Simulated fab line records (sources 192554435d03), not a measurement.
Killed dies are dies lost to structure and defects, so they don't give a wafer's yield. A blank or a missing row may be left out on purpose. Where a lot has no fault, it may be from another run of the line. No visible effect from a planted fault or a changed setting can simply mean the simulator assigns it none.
One fault seen from 2 desks :: flow n5 finfet :: what lay behind the numbers comes last; until then each desk has only its own

AT THE TOOL OWNER'S DESK: rie diel-06
The tool's own readings at N5_MOL_CONTACT_COAG_CONTACT_ETCH_14 (etches SiO2 in C4F6/O2, target depth 27.5 nm, overetch 8.5 nm, time 20 s): means of the sampled wafers that have a number, for each lot that ran on this tool. Any lot whose mean is over 4 standard deviations away from the usual mean is out of limits and marked OUT; that distance is given in the brackets.
Columns: A = drypump motor current A at N5_MOL_CONTACT_COAG_CONTACT_ETCH_14, usual 5.8 A; B = oes product au at N5_MOL_CONTACT_COAG_CONTACT_ETCH_14, usual 0.67 a.u.; C = rf vpp V at N5_MOL_CONTACT_COAG_CONTACT_ETCH_14, usual 694.1 V; D = showerhead plenum p Torr at N5_MOL_CONTACT_COAG_CONTACT_ETCH_14, usual 2.92 Torr; E = throttle valve pct at N5_MOL_CONTACT_COAG_CONTACT_ETCH_14, usual 21.28 %
lot: L218
first seen here: day 6 17:49
A: 5.6
B: 0.67
C: 694.7
D: 2.93
E: 21.22

lot: L225
first seen here: day 9 19:43
A: 5.5
B: 0.68
C: 694.3
D: 2.94
E: 21.26
This desk's finding: nothing out of limits on any of the 2 lots.

METROLOGY DESK
What the gauges read for every lot (on any tool): the sampled wafers with a number, averaged. Any lot whose mean is over 4 standard deviations away from the usual mean is out of limits and marked OUT; that distance is given in the brackets. It has 16 readings, of which 7 appear: the earliest out of limits, and the ones furthest out on some lot.
Columns: A = RC_DENSE_N at N5_BEOL_M4_RC_MEAS_101, usual 18.9 ohm.um; B = RC_DENSE_P at N5_BEOL_M4_RC_MEAS_101, usual 23.6 ohm.um; C = RC_N at N5_BEOL_M4_RC_MEAS_101, usual 15.39 ohm.um; D = RC_P at N5_BEOL_M4_RC_MEAS_101, usual 19.2 ohm.um; E = REXT_N at N5_BEOL_M4_RC_MEAS_101, usual 75.0 ohm.um; F = REXT_P at N5_BEOL_M4_RC_MEAS_101, usual 100.4 ohm.um; G = VT_N at N5_BEOL_M4_RC_MEAS_101, usual 249.2 mV
lot: L218
first seen here: day 11 17:29
A: 24.7 (+19) OUT
B: 31.0 (+18) OUT
C: 20.00 (+18) OUT
D: 25.3 (+20) OUT
E: 80.7
F: 108.5
G: 249.1

lot: L225
first seen here: day 14 00:18
A: 19.0
B: 23.8
C: 15.45
D: 19.4
E: 76.2
F: 101.5
G: 249.9

lot: L226
first seen here: day 14 08:26
A: 18.7
B: 23.2
C: 15.30
D: 18.9
E: 74.1
F: 100.2
G: 253.3
This desk's finding: out of limits on L218; first on L218, day 11 17:29 (RC_DENSE_N at N5_BEOL_M4_RC_MEAS_101). Within limits: L225, L226.

BROUGHT TOGETHER
L218 would have let the metrology desk raise an alarm at day 11 17:29.
The desk of the tool owner found nothing out of limits.
On record at the tool owner's desk: L218, within its limits.
All the named lots went through N5_MOL_CONTACT_COAG_CONTACT_ETCH_14 on rie diel-06.

WHAT HAD BEEN PUT IN BY THE SIMULATOR
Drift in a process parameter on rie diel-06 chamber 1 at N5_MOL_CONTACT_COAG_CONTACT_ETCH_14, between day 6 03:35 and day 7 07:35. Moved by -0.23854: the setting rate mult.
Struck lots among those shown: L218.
Per desk, hours elapsed from the start of the fault to the first reading out of limits: for the metrology desk, 134.
